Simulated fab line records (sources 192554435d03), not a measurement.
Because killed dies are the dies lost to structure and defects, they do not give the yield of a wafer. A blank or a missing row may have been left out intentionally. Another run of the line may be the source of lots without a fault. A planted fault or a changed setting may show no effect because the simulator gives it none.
A struck lot beside a sound one    flow n5 finfet    15 steps out of a route of 1938
Sound: the wafers L741.1, L741.4, L741.5. Wafers L743.2, L743.5, L743.6 were the ones struck. The cause is given at the end.
Per side, at each step with rows, come the tool, then ch with its chambers, and then its first start. Under that, the readings that differ: sound wafers    struck wafers    difference of the means    sigmas: that difference in standard deviations of wafers without a fault.
alike: a reading whose means differ by less than 2 such deviations, as well as words and numbers matching on both sides. not compared: withheld readings; readings where some wafer has no value; bounds like >300 that might hide an equal value; numbers whose values overlap and for which the record gives no deviation.
Wherever a step has rows on one side only, a row that says differs or no value, or a row with sigmas, the two part there. Numbers that don't overlap but have no deviation are shown without sigmas and don't part them. Lack of a reading on every wafer of one side parts them only where that side has two or more wafers.

first, 6 steps without rows for these wafers: N5_PASSIVATION_EBR_40; N5_PASSIVATION_SOFTBAKE_39 (time 120 s); N5_PASSIVATION_EXPOSE_41 (exposes mask PASS OPEN, defocus 0 nm, target cd 40000 nm); N5_PASSIVATION_PEB_42; N5_PASSIVATION_DEVELOP_43 (develop time 60 s); N5_PASSIVATION_HARDBAKE_45 (time 120 s).
N5_PASSIVATION_CD_MEAS_44: the cd target is 40000 nm.
  sound on cd sem-01 ch 0, day 15 16:46; struck on cd sem-03 ch 0, day 15 23:36
  alike: cd nm
N5_PASSIVATION_OVL_MEAS_66:
  sound on overlay-02 ch 0, day 15 16:48; struck on overlay-01 ch 0, day 15 23:38
  alike: PASS_OPEN_OVL
N5_PASSIVATION_INSPECT_67: inspects for defects (macro).
  sound on defect inspect-02 at day 15 16:49; struck on defect inspect-02 at day 15 23:39
  alike: raw defect count
N5_PASSIVATION_DESCUM_46: chemistry O2, time 7.9 s.
  sound on rie diel-03 ch 0,1,3, day 15 16:52; struck on rie diel-03 ch 0,1, day 15 23:41
  alike: drypump motor current A, oes product au, rf fwd power W, rf vpp V, showerhead plenum p Torr, throttle valve pct
  not compared: rf hours counter h
N5_PASSIVATION_PASS_ETCH_47: etches SiNx in CF4/O2, target depth 770 nm, time 385 s.
  sound on rie diel-03 ch 0,1,3, day 15 16:53; struck on rie diel-03 ch 0,1, day 15 23:43
  alike: O2_flow_sccm, drypump motor current A, oes product au, rf fwd power W, rf vpp V, showerhead plenum p Torr, throttle valve pct
  not compared: rf hours counter h
N5_PASSIVATION_ETCH_54: etches SiO2 in CHF3/O2, target depth 880 nm, time 440 s.
  sound on rie diel-03 ch 0,1,3, day 15 17:07; struck on rie diel-03 ch 0,1, day 15 23:57
  alike: O2_flow_sccm, drypump motor current A, oes product au, rf fwd power W, rf vpp V, showerhead plenum p Torr, throttle valve pct
  not compared: rf hours counter h
N5_PASSIVATION_STRIP_48: strips in O2.
  sound on rie diel-03 ch 0,1,3, day 15 17:25; struck on rie diel-03 ch 0,1, day 16 00:14
reading     sound              struck             difference  sigmas
temp c (C)  60.09 60.03 60.06  59.14 59.05 59.14  -0.95       -8
  alike: drypump motor current A, oes product au, rf vpp V, showerhead plenum p Torr, throttle valve pct
  not compared: rf hours counter h
then, 1 step without rows for these wafers: N5_PASSIVATION_STRIP_52 (strips in post etch residue remover, time 1200 s).
N5_PASSIVATION_PROBE_49:
  sound on prober-01 at day 15 19:54; struck on prober-01 at day 16 03:41
  alike: defect limited yield, killed_at_M0_to_M3, killed_at_M4_up, killed at contacts, killed at front end, killed at other, killed dies, killed on rim, killed open, killed short, sort_bin_5_function, sort_bin_6_memory, sort n pass, sort yield pct

== WHERE THEY PART ==
Only at N5_PASSIVATION_STRIP_48, within this record. Later steps at which nothing parts them and some readings are alike: N5_PASSIVATION_PROBE_49.

WHY: what had been put in by the simulator
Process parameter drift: rie diel-03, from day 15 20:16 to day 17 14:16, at N5_PASSIVATION_STRIP_48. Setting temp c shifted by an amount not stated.
